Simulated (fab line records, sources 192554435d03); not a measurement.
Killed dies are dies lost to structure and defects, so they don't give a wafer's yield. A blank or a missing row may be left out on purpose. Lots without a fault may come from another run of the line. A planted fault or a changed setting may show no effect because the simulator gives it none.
Chamber matching | flow n5_finfet | N5_DUMMY_GATE_TRIM_49 on rie_si-02: 4 sister chambers
The step chemistry O2, time 29 s, target cd 14 nm. 8 wafers are shown with their chamber, then 12 later ones without.

WAFERS WITH THEIR CHAMBER
wafer  | chamber | throttle_valve_pct (%) | drypump_motor_current_A (A)
L083.1 | 0       | 8.41                   | 5.1
L083.2 | 3       | 8.00                   | 6.0
L083.4 | 1       | 7.99                   | 5.5
L084.2 | 3       | 8.00                   | 6.1
L084.6 | 0       | 8.42                   | 5.2
L086.1 | 2       | 8.22                   | 6.2
L086.3 | 1       | 7.99                   | 5.5
L086.6 | 2       | 8.21                   | 6.2

WAFERS WITHOUT THEIR CHAMBER
wafer  | throttle_valve_pct (%) | drypump_motor_current_A (A)
L090.1 | 8.01                   | 6.0
L090.4 | 8.17                   | 6.3
L090.5 | 7.97                   | 5.5
L092.3 | 8.40                   | 5.2
L092.4 | 7.98                   | 5.5
L092.6 | 8.03                   | 6.1
L093.1 | 8.22                   | 6.3
L093.2 | 8.39                   | 5.2
L093.4 | 8.02                   | 6.0
L095.2 | 7.97                   | 5.6
L095.3 | 8.00                   | 6.1
L095.4 | 8.39                   | 5.1

WHICH CHAMBER EACH WENT THROUGH
wafer  | from the rows above | in truth
L090.1 | 3                   | 3
L090.4 | 2                   | 2
L090.5 | 1                   | 1
L092.3 | 0                   | 0
L092.4 | 1                   | 1
L092.6 | 3                   | 3
L093.1 | 2                   | 2
L093.2 | 0                   | 0
L093.4 | 3                   | 3
L095.2 | 1                   | 1
L095.3 | 3                   | 3
L095.4 | 0                   | 0
Placed correctly: 12 of 12. Can't be placed from these rows: 0. Placed wrongly: 0.
How it was worked out, from the rows above alone: a wafer's distance from a chamber is the root of the sum, over the readings, of the square of ((its reading less the chamber's mean) divided by the reading's scatter). The wafer belongs to the nearest chamber; if the next one is less than 2 further off, it can't be placed. A chamber's mean is the mean of its shown wafers. The scatter: the root of (the sum of the squares of (reading less its chamber's mean) over the shown wafers, divided by (wafers less chambers)).
